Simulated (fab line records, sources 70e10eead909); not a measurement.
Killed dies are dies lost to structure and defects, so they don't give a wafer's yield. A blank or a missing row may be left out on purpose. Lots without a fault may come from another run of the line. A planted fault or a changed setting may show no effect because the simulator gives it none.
Chamber matching | flow nand_harc | NHARC_A_STAIRCASE_ETCHBACK_157 on rie_diel-13: 4 sister chambers
The step etches the open film in CH3F/O2, target depth 90 nm, time 167.14 s. 8 wafers are shown with their chamber, then 9 later ones without.

WAFERS WITH THEIR CHAMBER
wafer  | chamber | drypump_motor_current_A (A) | showerhead_plenum_p_Torr (Torr)
L074.6 | 1       | 5.6                         | 2.54
L081.4 | 2       | 6.1                         | 2.60
L084.1 | 2       | 6.1                         | 2.59
L084.5 | 0       | 5.9                         | 2.51
L084.6 | 3       | 5.1                         | 2.31
L086.2 | 3       | 5.1                         | 2.31
L086.4 | 0       | 5.9                         | 2.50
L086.6 | 1       | 5.5                         | 2.52

WAFERS WITHOUT THEIR CHAMBER
wafer  | drypump_motor_current_A (A) | showerhead_plenum_p_Torr (Torr)
L093.2 | 6.0                         | 2.58
L093.4 | 5.1                         | 2.30
L093.5 | 5.9                         | 2.50
L095.3 | 6.1                         | 2.57
L095.5 | 6.0                         | 2.57
L095.6 | 5.1                         | 2.30
L097.3 | 6.1                         | 2.57
L097.4 | 5.1                         | 2.30
L097.5 | 5.9                         | 2.49

WHICH CHAMBER EACH WENT THROUGH
wafer  | from the rows above | in truth
L093.2 | 2                   | 2
L093.4 | 3                   | 3
L093.5 | 0                   | 0
L095.3 | 2                   | 2
L095.5 | 2                   | 2
L095.6 | 3                   | 3
L097.3 | 2                   | 2
L097.4 | 3                   | 3
L097.5 | 0                   | 0
Placed correctly: 9 of 9. Can't be placed from these rows: 0. Placed wrongly: 0.
How it was worked out, from the rows above alone: a wafer's distance from a chamber is the root of the sum, over the readings, of the square of ((its reading less the chamber's mean) divided by the reading's scatter). The wafer belongs to the nearest chamber; if the next one is less than 2 further off, it can't be placed. A chamber's mean is the mean of its shown wafers. The scatter: the root of (the sum of the squares of (reading less its chamber's mean) over the shown wafers, divided by (wafers less chambers)).
